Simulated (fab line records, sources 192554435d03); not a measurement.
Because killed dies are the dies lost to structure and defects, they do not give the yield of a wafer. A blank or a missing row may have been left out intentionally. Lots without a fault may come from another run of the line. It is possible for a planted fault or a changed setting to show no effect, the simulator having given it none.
Lot-split experiment | flow n5-finfet | 21 wafers read from 7 lots, route of 1938 steps

ON THE SPLIT
At N5_BEOL_M4_COAT_05 (resist thk 30 nm), the setting spin-rpm was moved away from the recipe's 1500 rpm on 7 of the 21 wafers read, by -10.3% to +6.2%. For the rest of the wafers, this setting stayed at what the recipe calls for.

FROM THE SPLIT TO THE READING: what the file shows between them, 3 steps
- N5_BEOL_M4_EBR_07
- N5_BEOL_M4_SOFTBAKE_06: time 60 s
- N5_BEOL_M4_DESCUM_16: chemistry O2, time 7 s

THE READING
CAR-EUV_of_BEOL_M4_COAT_05.thk-nm (the simulator's own value, which no gauge read), in nm, at N5_BEOL_M4_ETCH_74 (etches underlayer in N2/H2, target depth 6.5 nm, time 5.2 s). There is no usual value for it anywhere in the file. Average 20.4 nm, standard deviation 0.12 nm, over the 14 wafers here run with the recipe.

wafer  | tool, chamber at the split | spin-rpm as run, rpm | against the recipe | CAR-EUV_of_BEOL_M4_COAT_05.thk-nm, nm | against lot-mates on the recipe
L074.2 | litho-track-04, 0          | 1500                 | recipe             | 20.4                                  | -
L074.3 | litho-track-04, 0          | 1500                 | recipe             | 20.4                                  | -
L074.6 | litho-track-04, 0          | 1500                 | recipe             | 20.6                                  | -
L076.1 | litho-track-04, 0          | 1345                 | -10.3%             | 22                                    | no lot-mate on the recipe
L076.4 | litho-track-04, 0          | 1345                 | -10.3%             | 22                                    | no lot-mate on the recipe
L076.6 | litho-track-04, 0          | 1345                 | -10.3%             | 22.2                                  | no lot-mate on the recipe
L077.1 | litho-track-04, 0          | 1500                 | recipe             | 20.6                                  | -
L077.5 | litho-track-04, 0          | 1500                 | recipe             | 20.6                                  | -
L077.4 | litho-track-04, 0          | 1500                 | recipe             | 20.4                                  | -
L081.1 | litho-track-03, 0          | 1500                 | recipe             | 20.4                                  | -
L081.3 | litho-track-03, 0          | 1500                 | recipe             | 20.4                                  | -
L081.5 | litho-track-03, 0          | 1500                 | recipe             | 20.4                                  | -
L082.2 | litho-track-05, 0          | 1500                 | recipe             | 20.4                                  | -
L082.5 | litho-track-05, 0          | 1500                 | recipe             | 20.4                                  | -
L082.4 | litho-track-05, 0          | 1500                 | recipe             | 20.2                                  | -
L089.1 | litho-track-04, 0          | 1500                 | recipe             | 20.2                                  | -
L089.2 | litho-track-04, 0          | 1593                 | +6.2%              | 19.4                                  | -0.8
L089.3 | litho-track-04, 0          | 1593                 | +6.2%              | 19.4                                  | -0.8
L090.2 | litho-track-03, 0          | 1446                 | -3.6%              | 21                                    | +0.6
L090.3 | litho-track-03, 0          | 1446                 | -3.6%              | 20.8                                  | +0.4
L090.5 | litho-track-03, 0          | 1500                 | recipe             | 20.4                                  | -

FIT RESULTS
A straight line over all 21 wafers: CAR-EUV_of_BEOL_M4_COAT_05.thk-nm changes by -0.16 nm for each +1% of spin-rpm; r = -0.99; the points scatter about the line by 0.12 nm.
The same after taking each lot's own level away (the mean of its wafers on the recipe; 18 wafers): -0.132 nm for each +1%; r = -0.97; scatter 0.08 nm.
That fit puts the effect of the largest move of spin-rpm on the reading at 1.4 nm.
The span of the lots' own levels, 20.20 to 20.53 nm, comes to 2.8 times the standard deviation stated above.
In other words, the slope is changed by the lot-to-lot level; the two fits disagree.
Check: for one of the wafers moved furthest among these (+6.2%), held out of the fit, the line's prediction against its lot-mates is -0.82 nm. Against them it came out at -0.8 nm.

THE OTHER SPLITS THESE WAFERS WENT THROUGH
Other splits were also applied to these wafers ahead of the reading. Each is held against what the fit with the lots' levels taken away leaves over:
other split on the same wafers    | wafers away from the commonest value | r with CAR-EUV_of_BEOL_M4_COAT_05.thk-nm (lot level and that fit taken away)
N5_BEOL_M0_SAQP_EXPOSE_37 dose-mj | 4                                    | +0.14
N5_BEOL_M1_HM_DEP_02 target-thk-a | 5                                    | -0.14
N5_BEOL_M2_ALD_98 ald-cycles      | 8                                    | +0.11

THE WHOLE CHAIN: every reading that the file lists as answering this split, in the file's order
step               | what it does                                                | reading                                                                            | change (the file's fit)               | r (the file's)
N5_BEOL_M4_COAT_05 | resist thk 30 nm                                            | CAR-EUV_of_BEOL_M4_COAT_05.thk-nm (the simulator's own value, which no gauge read) | -0.125 nm for each +1% of the setting | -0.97
N5_BEOL_M4_ETCH_74 | etches underlayer in N2/H2, target depth 6.5 nm, time 5.2 s | CAR-EUV_of_BEOL_M4_COAT_05.thk-nm (the simulator's own value, which no gauge read) | -0.132 nm for each +1% of the setting | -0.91

THE FILE'S OWN FIT
CAR-EUV_of_BEOL_M4_COAT_05.thk-nm changes by -0.132 nm for each +1% of spin-rpm, r = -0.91.
